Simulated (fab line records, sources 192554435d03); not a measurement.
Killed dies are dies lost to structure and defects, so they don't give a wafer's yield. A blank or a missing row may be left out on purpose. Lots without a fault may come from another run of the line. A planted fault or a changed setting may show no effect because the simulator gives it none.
Which tool did it? | flow n5_finfet | 9 lots, 27 wafers sampled, at 5 steps of a route of 1938

WHAT THE GAUGES READ, wafer by wafer
N5_HKMG_FIN_OVL_MEAS_50. Usual: NDIPOLE_OVL -0.3 nm, standard deviation 0.74.
lot  | measured    | on         | NDIPOLE_OVL (nm) | flag
L363 | day 3 22:00 | overlay-02 | 0.3 0.3 -0.1     |
L371 | day 5 23:46 | overlay-02 | -0.9 0.1 -1.8    |
L374 | day 6 17:21 | overlay-01 | -1.3 -1.6 -0.3   |
L376 | day 7 09:26 | overlay-02 | -1.8 -0.7 -0.6   |
L379 | day 7 23:23 | overlay-02 | -1.1 -0.4 -1.1   |
L382 | day 8 17:16 | overlay-02 | -0.1 0.2 0.8     |
L383 | day 8 22:40 | overlay-01 | -0.1 0.3 -0.1    |
L385 | day 9 12:11 | overlay-01 | -0.6 -1.9 -0.4   |
L386 | day 9 19:56 | overlay-02 | -1.1 -0.5 -0.6   |

N5_BEOL_M4_RC_MEAS_101. Usual: DIBL_N 36.4 mV/V, standard deviation 1.7; DIBL_P 36.4 mV/V, standard deviation 2.1; IOFF_N 0.16 nA/um, standard deviation 0.035; IOFF_P 0.21 nA/um, standard deviation 0.035; ION_N 680 uA/um, standard deviation 11; ION_P 465 uA/um, standard deviation 6.8; SS_N 71.5 mV/dec, standard deviation 0.58; SS_P 73.2 mV/dec, standard deviation 0.72; VT_N 249 mV, standard deviation 3.6; VT_P -250 mV, standard deviation 3.1.
lot  | measured     | on        | DIBL_N (mV/V)  | DIBL_P (mV/V)  | IOFF_N (nA/um) | IOFF_P (nA/um) | ION_N (uA/um) | ION_P (uA/um) | SS_N (mV/dec)  | SS_P (mV/dec)  | VT_N (mV)   | VT_P (mV)      | flag
L363 | day 8 12:06  | prober-02 | 38.5 37.1 36.7 | 37.3 34.6 34.6 | 0.18 0.14 0.14 | 0.21 0.17 0.15 | 693 685 668   | 464 461 447   | 71.5 71.3 71.4 | 73.9 73.2 73.4 | 246 253 253 | -248 -254 -254 |
L371 | day 9 23:12  | prober-02 | 34.2 34.8 37.7 | 34.4 34.9 37.7 | 0.13 0.14 0.18 | 0.18 0.18 0.22 | 689 675 695   | 466 465 468   | 70.7 72.1 71.9 | 72.2 72.0 72.7 | 251 251 248 | -254 -253 -252 |
L374 | day 10 17:04 | prober-02 | 37.5 37.0 38.2 | 39.5 37.7 39.3 | 0.18 0.16 0.19 | 0.23 0.20 0.22 | 680 662 677   | 463 456 458   | 71.6 71.4 71.7 | 74.5 73.6 74.7 | 249 250 247 | -249 -251 -249 |
L376 | day 11 12:10 | prober-02 | 38.0 34.5 38.1 | 36.6 33.9 37.7 | 0.19 0.13 0.20 | 0.25 0.21 0.28 | 695 676 695   | 473 473 474   | 72.4 70.4 72.4 | 73.9 72.5 74.1 | 243 250 244 | -244 -250 -244 |
L379 | day 12 04:37 | prober-01 | 34.6 35.9 36.6 | 35.4 36.7 36.7 | 0.13 0.16 0.17 | 0.18 0.20 0.19 | 671 684 684   | 468 471 466   | 69.9 71.1 71.0 | 72.8 73.8 73.2 | 252 251 253 | -253 -252 -252 |
L382 | day 13 08:45 | prober-01 | 36.3 38.7 38.8 | 34.1 36.9 36.5 | 0.15 0.20 0.21 | 0.21 0.25 0.24 | 680 689 686   | 469 472 465   | 71.4 72.1 71.3 | 73.1 73.9 73.6 | 249 247 247 | -249 -248 -248 |
L383 | day 13 14:23 | prober-01 | 36.7 35.4 35.4 | 38.0 35.9 36.5 | 0.19 0.17 0.18 | 0.23 0.19 0.19 | 681 684 690   | 460 460 466   | 71.7 71.5 71.6 | 73.4 73.1 73.5 | 245 246 248 | -249 -253 -254 |
L385 | day 13 18:07 | prober-01 | 38.1 36.0 34.3 | 38.2 34.8 33.1 | 0.17 0.14 0.12 | 0.26 0.20 0.18 | 678 674 669   | 476 470 466   | 71.5 71.9 70.5 | 74.7 72.7 72.2 | 251 252 254 | -248 -250 -251 |
L386 | day 13 21:46 | prober-01 | 36.0 34.6 38.6 | 36.2 33.8 39.1 | 0.16 0.12 0.21 | 0.23 0.19 0.28 | 678 665 692   | 470 464 469   | 71.7 71.1 72.3 | 72.8 72.1 74.4 | 248 252 247 | -249 -251 -247 |

WHICH TOOL RAN EACH LOT (tool, then ch and the chambers of the sampled wafers, then the start)
lot  | N5_SDB_DESCUM_16                  | N5_SDB_STRIP_22                     | N5_HKMG_FIN_ETCH_55
L363 | rie_diel-01 ch 1,3, day 3 15:47   | plasma_asher-02 ch 0, day 3 16:05   | rie_diel-04 ch 0,3, day 3 22:09
L371 | rie_diel-02 ch 1,2, day 5 18:20   | plasma_asher-02 ch 0,1, day 5 18:41 | rie_diel-04 ch 1,2, day 5 23:58
L374 | rie_diel-04 ch 0,2, day 6 11:30   | plasma_asher-01 ch 0,1, day 6 11:49 | rie_diel-02 ch 0,1,3, day 6 17:43
L376 | rie_diel-01 ch 0,1,3, day 7 03:53 | plasma_asher-02 ch 0,1, day 7 04:11 | rie_diel-02 ch 0,3, day 7 09:35
L379 | rie_diel-04 ch 0,1,2, day 7 17:46 | plasma_asher-02 ch 0,1, day 7 18:04 | rie_diel-02 ch 0,2,3, day 7 23:32
L382 | rie_diel-02 ch 0,3, day 8 10:45   | plasma_asher-01 ch 0,1, day 8 11:20 | rie_diel-02 ch 0,1,2, day 8 17:25
L383 | rie_diel-04 ch 0,2,3, day 8 17:08 | plasma_asher-01 ch 0,1, day 8 17:26 | rie_diel-01 ch 0,2,3, day 8 22:49
L385 | rie_diel-02 ch 0,1,3, day 9 05:46 | plasma_asher-01 ch 0,1, day 9 06:04 | rie_diel-04 ch 0,2,3, day 9 12:20
L386 | rie_diel-01 ch 0,1,3, day 9 14:14 | plasma_asher-02 ch 0,1, day 9 14:35 | rie_diel-01 ch 0,1,3, day 9 20:05
- N5_SDB_DESCUM_16: chemistry O2, time 7.9 s.
- N5_SDB_STRIP_22: strips in N2/H2.
- N5_HKMG_FIN_ETCH_55: etches SOC in N2/H2, target depth 240 nm, time 300 s.

WHAT THE TOOLS THEMSELVES READ (means of the sampled wafers that have a number; where no wafer has one, the mark that the record gives instead)
N5_SDB_DESCUM_16. Usual: drypump_motor_current_A 5.8 A, standard deviation 0.55; oes_product_au 0.80 a.u., standard deviation 0.069; rf_vpp_V 243.1 V, standard deviation 1.2; showerhead_plenum_p_Torr 2.09 Torr, standard deviation 0.058; throttle_valve_pct 20.48 %, standard deviation 0.29.
lot  | tool        | drypump_motor_current_A (A) | oes_product_au (a.u.) | rf_vpp_V (V) | showerhead_plenum_p_Torr (Torr) | throttle_valve_pct (%) | flag
L363 | rie_diel-01 | 6.0                         | 0.89                  | 243.9        | 2.14                            | 20.03                  |
L371 | rie_diel-02 | 6.4                         | 0.76                  | 242.2        | 2.12                            | 20.54                  |
L374 | rie_diel-04 | 6.6                         | 0.78                  | 242.9        | 2.01                            | 20.54                  |
L376 | rie_diel-01 | 5.7                         | 0.86                  | 243.8        | 2.13                            | 20.24                  |
L379 | rie_diel-04 | 6.3                         | 0.77                  | 242.2        | 2.04                            | 20.60                  |
L382 | rie_diel-02 | 5.4                         | 0.72                  | 243.2        | 2.13                            | 20.79                  |
L383 | rie_diel-04 | 6.1                         | 0.78                  | 241.6        | 2.01                            | 20.51                  |
L385 | rie_diel-02 | 5.7                         | 0.72                  | 243.6        | 2.10                            | 20.75                  |
L386 | rie_diel-01 | 5.7                         | 0.82                  | 244.4        | 2.12                            | 20.27                  |

N5_SDB_STRIP_22. Usual: drypump_motor_current_A 5.7 A, standard deviation 0.55; heater_power_w 352 W, standard deviation 41; oes_product_au 0.715 a.u., standard deviation 0.0044; strip_time_to_endpoint_s 96.4 s, standard deviation 0.36.
lot  | tool            | drypump_motor_current_A (A) | heater_power_w (W) | oes_product_au (a.u.) | strip_time_to_endpoint_s (s) | flag
L363 | plasma_asher-02 | 4.8                         | 328                | 0.716                 | 96.5                         |
L371 | plasma_asher-02 | 5.1                         | 331                | 0.718                 | 95.7                         |
L374 | plasma_asher-01 | 6.1                         | 353                | 0.714                 | 96.4                         |
L376 | plasma_asher-02 | 5.3                         | 337                | 0.715                 | 96.2                         |
L379 | plasma_asher-02 | 5.1                         | 331                | 0.717                 | 96.1                         |
L382 | plasma_asher-01 | 6.1                         | 359                | 0.721                 | 96.9                         |
L383 | plasma_asher-01 | 6.1                         | 358                | 0.716                 | 95.9                         |
L385 | plasma_asher-01 | 6.1                         | 351                | 0.711                 | 96.7                         |
L386 | plasma_asher-02 | 5.1                         | 330                | 0.715                 | 96.6                         |

N5_HKMG_FIN_ETCH_55. Usual: drypump_motor_current_A 5.7 A, standard deviation 0.53; oes_product_au 0.79 a.u., standard deviation 0.064; rf_vpp_V 524.0 V, standard deviation 1.9; run_length_s 323.4 s, standard deviation 0.39; showerhead_plenum_p_Torr 2.55 Torr, standard deviation 0.065; throttle_valve_pct 17.9 %, standard deviation 0.31.
lot  | tool        | drypump_motor_current_A (A) | oes_product_au (a.u.) | rf_vpp_V (V) | run_length_s (s) | showerhead_plenum_p_Torr (Torr) | throttle_valve_pct (%) | flag
L363 | rie_diel-04 | 6.3                         | 0.76                  | 521.4        | 323.9            | 2.42                            | 18.0                   |
L371 | rie_diel-04 | 6.1                         | 0.79                  | 523.4        | 322.8            | 2.52                            | 18.0                   |
L374 | rie_diel-02 | 5.7                         | 0.73                  | 525.0        | 323.1            | 2.57                            | 18.2                   |
L376 | rie_diel-02 | 5.2                         | 0.73                  | 524.8        | 323.1            | 2.57                            | 18.3                   |
L379 | rie_diel-02 | 5.5                         | 0.74                  | 525.2        | 305.5            | 2.60                            | 18.1                   | OFF
L382 | rie_diel-02 | 6.0                         | 0.72                  | 525.7        | 305.2            | 2.60                            | 18.1                   | OFF
L383 | rie_diel-01 | 5.5                         | 0.81                  | 523.9        | 323.5            | 2.54                            | 17.6                   |
L385 | rie_diel-04 | 6.1                         | 0.77                  | 521.9        | 323.9            | 2.44                            | 17.9                   |
L386 | rie_diel-01 | 5.7                         | 0.81                  | 524.4        | 323.5            | 2.57                            | 17.6                   |

THE ANSWER, worked out from the rows above alone
Rule: a lot is off if the mean of its wafers that have a number lies more than 3 standard deviations from the usual mean. A lot without any number at a reading at which 4 lots or more have one is off too. The other lots that the step has rows for count as sound. The gauges are gone through in route order, then the tools' own readings, and for those a lot's mean is taken as printed above. The first step at which some lot is off is used, and at that step the reading that is off furthest; a lot without a number counts as furthest.
Off: L379, L382, at N5_HKMG_FIN_ETCH_55 (run_length_s).
A tool fits if, at that step or a process step before it, it ran every lot that is off, and no sound lot after the first of them. One fits: rie_diel-02 at N5_HKMG_FIN_ETCH_55. Its last sound lot is L376 (day 7 09:35), its first lot that is off L379 (day 7 23:32): a fault that began between those two fits.
The tool's own readings at N5_HKMG_FIN_ETCH_55 bear it out: on the lots that are off they differ by more than 5 times the standard deviation of the sound lots' means. run_length_s reads 305.4 s there against 323.4 s on the sound lots.

WHAT THE SIMULATOR HAD PUT IN
Process parameter drift: rie_diel-02, from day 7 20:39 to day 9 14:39, at N5_HKMG_FIN_ETCH_55. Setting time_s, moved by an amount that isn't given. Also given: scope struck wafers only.
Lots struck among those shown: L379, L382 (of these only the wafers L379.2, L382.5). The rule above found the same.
